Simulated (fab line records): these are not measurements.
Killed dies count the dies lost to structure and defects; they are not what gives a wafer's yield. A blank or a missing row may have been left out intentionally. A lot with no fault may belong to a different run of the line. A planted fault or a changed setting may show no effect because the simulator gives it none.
Which of the tools did it? | flow nand-harc | 45 wafers from 15 lots sampled at 4 of the route's 1302 steps

WHAT EACH GAUGE READ, for each wafer
The record lacks any reading of a measuring or inspecting step that a usual standard deviation could be used to judge.

WHAT TOOL EACH LOT RAN ON (gives the tool, then ch and the chambers of the sampled wafers, and finally the start)
lot  | NHARC_HYBRID_BOND_ACTIVATE_00      | NHARC_THIN_TSV_ETCH_44             | NHARC_THIN_TSV_STRIP_45              | NHARC_THIN_TSV_ANNEAL_52
L144 | rie-diel-06 ch 0,3, day 23 08:41   | rie-diel-12 ch 0,1, day 23 22:42   | plasma-asher-02 ch 0,1, day 23 23:32 | rtp-anneal-01 ch 0, day 24 02:25
L147 | rie-diel-04 ch 0,1, day 24 01:50   | rie-diel-11 ch 0,1,2, day 24 14:14 | plasma-asher-02 ch 0,1, day 24 14:58 | rtp-anneal-01 ch 0, day 24 17:50
L146 | rie-diel-06 ch 1,3, day 24 10:49   | rie-diel-11 ch 0,1,3, day 24 23:10 | plasma-asher-02 ch 0,1, day 24 23:56 | rtp-anneal-01 ch 0, day 25 02:48
L151 | rie-diel-04 ch 2,3, day 25 17:34   | rie-diel-10 ch 0,1,3, day 26 05:49 | plasma-asher-01 ch 0,1, day 26 06:38 | rtp-anneal-02 ch 0, day 26 09:34
L150 | rie-diel-06 ch 0,1, day 26 02:14   | rie-diel-12 ch 1,2,3, day 26 14:40 | plasma-asher-02 ch 0,1, day 26 15:22 | rtp-anneal-01 ch 0, day 26 18:17
L153 | rie-diel-06 ch 0,3, day 26 21:33   | rie-diel-12 ch 1,2, day 27 12:02   | plasma-asher-01 ch 0,1, day 27 12:50 | rtp-anneal-02 ch 0, day 27 15:41
L152 | rie-diel-06 ch 0,2,3, day 27 00:56 | rie-diel-10 ch 1,2,3, day 27 10:46 | plasma-asher-02 ch 0,1, day 27 11:35 | rtp-anneal-01 ch 0, day 27 14:31
L155 | rie-diel-09 ch 0,2,3, day 27 03:09 | rie-diel-10 ch 0,1,2, day 27 15:38 | plasma-asher-01 ch 1, day 27 16:25   | rtp-anneal-02 ch 0, day 27 19:23
L154 | rie-diel-06 ch 0,1,3, day 27 06:46 | rie-diel-10 ch 1,2, day 27 20:07   | plasma-asher-01 ch 0,1, day 27 21:00 | rtp-anneal-01 ch 0, day 27 23:55
L156 | rie-diel-04 ch 1,2,3, day 28 16:21 | rie-diel-10 ch 0,2,3, day 29 05:17 | plasma-asher-01 ch 0,1, day 29 06:01 | rtp-anneal-02 ch 0, day 29 09:06
L158 | rie-diel-06 ch 0,1,2, day 29 06:56 | rie-diel-12 ch 0,2,3, day 29 19:29 | plasma-asher-01 ch 0,1, day 29 20:05 | rtp-anneal-01 ch 0, day 29 23:02
L159 | rie-diel-06 ch 1,2, day 29 09:25   | rie-diel-10 ch 0,2,3, day 29 20:32 | plasma-asher-01 ch 0,1, day 29 21:17 | rtp-anneal-02 ch 0, day 30 00:11
L165 | rie-diel-04 ch 0,2,3, day 31 17:59 | rie-diel-10 ch 0,1,2, day 32 13:14 | plasma-asher-01 ch 0,1, day 32 14:08 | rtp-anneal-01 ch 0, day 32 17:11
L166 | rie-diel-06 ch 1,3, day 32 13:36   | rie-diel-11 ch 0,3, day 33 02:52   | plasma-asher-02 ch 0,1, day 33 04:05 | rtp-anneal-02 ch 0, day 33 07:01
L167 | rie-diel-09 ch 1,2, day 33 08:59   | rie-diel-12 ch 0,3, day 33 23:43   | plasma-asher-02 ch 0,1, day 34 00:30 | rtp-anneal-01 ch 0, day 34 03:29
- NHARC_HYBRID_BOND_ACTIVATE_00: chemistry N2, time 60 s.
- NHARC_THIN_TSV_ETCH_44: etches the open film in CF4/O2, target depth 1594.2 nm, time 797.1 s.
- NHARC_THIN_TSV_STRIP_45: strips in O2.
- NHARC_THIN_TSV_ANNEAL_52: time 90 s.

WHAT THE TOOLS THEMSELVES READ (means of the sampled wafers that have a number; where no wafer has one, the mark that the record gives instead)
NHARC_HYBRID_BOND_ACTIVATE_00.
lot  | tool        | drypump-motor-current-A (A) | oes-product-au (a.u.) | rf-vpp-V (V) | showerhead-plenum-p-Torr (Torr)
L144 | rie-diel-06 | 5.4                         | 0.998                 | 64.1         | 1.73
L147 | rie-diel-04 | 5.1                         | 1.004                 | 63.7         | 1.82
L146 | rie-diel-06 | 5.8                         | 1.002                 | 63.9         | 1.65
L151 | rie-diel-04 | 5.7                         | 1.006                 | 64.7         | 1.78
L150 | rie-diel-06 | 5.8                         | 0.996                 | 64.7         | 1.70
L153 | rie-diel-06 | 5.4                         | 1.000                 | 63.5         | 1.72
L152 | rie-diel-06 | 5.2                         | 1.004                 | 63.7         | 1.70
L155 | rie-diel-09 | 5.7                         | 1.004                 | 64.4         | 1.76
L154 | rie-diel-06 | 5.6                         | 1.002                 | 63.3         | 1.69
L156 | rie-diel-04 | 5.4                         | 0.997                 | 64.7         | 1.83
L158 | rie-diel-06 | 5.6                         | 0.998                 | 64.1         | 1.68
L159 | rie-diel-06 | 5.8                         | 1.001                 | 63.4         | 1.65
L165 | rie-diel-04 | 5.7                         | 0.994                 | 64.2         | 1.76
L166 | rie-diel-06 | 5.8                         | 0.994                 | 63.3         | 1.65
L167 | rie-diel-09 | 5.1                         | 0.999                 | 64.3         | 1.75

NHARC_THIN_TSV_ETCH_44.
lot  | tool        | bias-w (W) | cf4-flow-sccm (sccm) | drypump-motor-current-A (A) | oes-product-au (a.u.) | rf-vpp-V (V) | showerhead-plenum-p-Torr (Torr) | throttle-valve-pct (%)
L144 | rie-diel-12 | 800.0      | 150.3                | 5.8                         | 1.001                 | 795          | 1.85                            | 16.923
L147 | rie-diel-11 | 801.9      | 149.8                | 5.1                         | 1.003                 | 795          | 1.84                            | 16.912
L146 | rie-diel-11 | 800.8      | 150.0                | 5.0                         | 0.995                 | 797          | 1.87                            | 16.926
L151 | rie-diel-10 | 801.6      | 150.7                | 5.7                         | 1.000                 | 794          | 1.83                            | 16.919
L150 | rie-diel-12 | 798.1      | 149.9                | 5.8                         | 0.995                 | 793          | 1.80                            | 16.914
L153 | rie-diel-12 | 799.5      | 150.1                | 5.6                         | 0.994                 | 790          | 1.76                            | 16.906
L152 | rie-diel-10 | 800.6      | 150.1                | 5.9                         | 1.001                 | 797          | 1.86                            | 16.917
L155 | rie-diel-10 | 800.3      | 150.0                | 5.9                         | 0.992                 | 796          | 1.85                            | 16.928
L154 | rie-diel-10 | -          | -                    | -                           | -                     | -            | -                               | -
L156 | rie-diel-10 | -          | -                    | -                           | -                     | -            | -                               | -
L158 | rie-diel-12 | -          | -                    | -                           | -                     | -            | -                               | -
L159 | rie-diel-10 | 800.3      | 150.2                | 5.7                         | 0.991                 | 797          | 1.89                            | 16.921
L165 | rie-diel-10 | 797.9      | 150.3                | 5.8                         | 0.994                 | 795          | 1.85                            | 16.910
L166 | rie-diel-11 | 800.9      | 150.3                | 5.3                         | 1.004                 | 794          | 1.84                            | 16.910
L167 | rie-diel-12 | 801.5      | 149.5                | 5.5                         | 1.000                 | 793          | 1.81                            | 16.916

NHARC_THIN_TSV_STRIP_45.
lot  | tool            | drypump-motor-current-A (A) | heater-power-w (W)
L144 | plasma-asher-02 | 5.7                         | 358
L147 | plasma-asher-02 | 5.7                         | 380
L146 | plasma-asher-02 | 5.7                         | 384
L151 | plasma-asher-01 | 5.7                         | 334
L150 | plasma-asher-02 | 5.7                         | 371
L153 | plasma-asher-01 | 6.0                         | 314
L152 | plasma-asher-02 | 5.7                         | 370
L155 | plasma-asher-01 | 6.3                         | 299
L154 | plasma-asher-01 | 5.7                         | 331
L156 | plasma-asher-01 | 6.0                         | 321
L158 | plasma-asher-01 | 6.0                         | 321
L159 | plasma-asher-01 | 5.7                         | 330
L165 | plasma-asher-01 | 6.0                         | 320
L166 | plasma-asher-02 | 5.8                         | 378
L167 | plasma-asher-02 | 5.7                         | 370

NHARC_THIN_TSV_ANNEAL_52.
lot  | tool          | anneal-temp-c (C) | wafer_temp_C_max
L144 | rtp-anneal-01 | 225.04            | 225.70
L147 | rtp-anneal-01 | 224.85            | 225.92
L146 | rtp-anneal-01 | 224.92            | 225.78
L151 | rtp-anneal-02 | 224.83            | 225.97
L150 | rtp-anneal-01 | 225.27            | 225.83
L153 | rtp-anneal-02 | 224.90            | 225.89
L152 | rtp-anneal-01 | 224.95            | 226.07
L155 | rtp-anneal-02 | 224.93            | 225.89
L154 | rtp-anneal-01 | 224.88            | 225.97
L156 | rtp-anneal-02 | 224.91            | 225.80
L158 | rtp-anneal-01 | 224.86            | 225.93
L159 | rtp-anneal-02 | 224.89            | 225.73
L165 | rtp-anneal-01 | 225.11            | 225.72
L166 | rtp-anneal-02 | 224.96            | 225.78
L167 | rtp-anneal-01 | 225.20            | 225.92

THE ANSWER, worked out from the rows above alone
Rule: usual is defined by the lots themselves. The widest of any qualifying gaps counts: lots, ordered by their means at a reading, are off when they make up no more than a third of the lots, leave a main group of 4 or more, and stand apart from it by 3 or more times the standard deviation of that group's means. Not used: any main group whose means are identical at the precision the tables above print for the reading. Also off: a lot with no number at a reading for which 4 or more lots have one. Any other lot the step has rows for is counted as sound. First the gauges in route order, then the tools' own readings, where a lot's mean is used as printed above. The first step at which some lot is off is used, and at that step the reading that is off furthest; a lot without a number counts as furthest.
Off: L154, L156, L158 (NHARC_THIN_TSV_ETCH_44, bias-w). Without a number there: L154, L156, L158. Main group: mean 800.3 W, sd 1.2.
A tool fits if, at that step or a process step before it, it ran every lot that is off, and no sound lot after the first of them. Not one of the candidates tried fits.

WHAT THE SIMULATOR HAD PUT IN
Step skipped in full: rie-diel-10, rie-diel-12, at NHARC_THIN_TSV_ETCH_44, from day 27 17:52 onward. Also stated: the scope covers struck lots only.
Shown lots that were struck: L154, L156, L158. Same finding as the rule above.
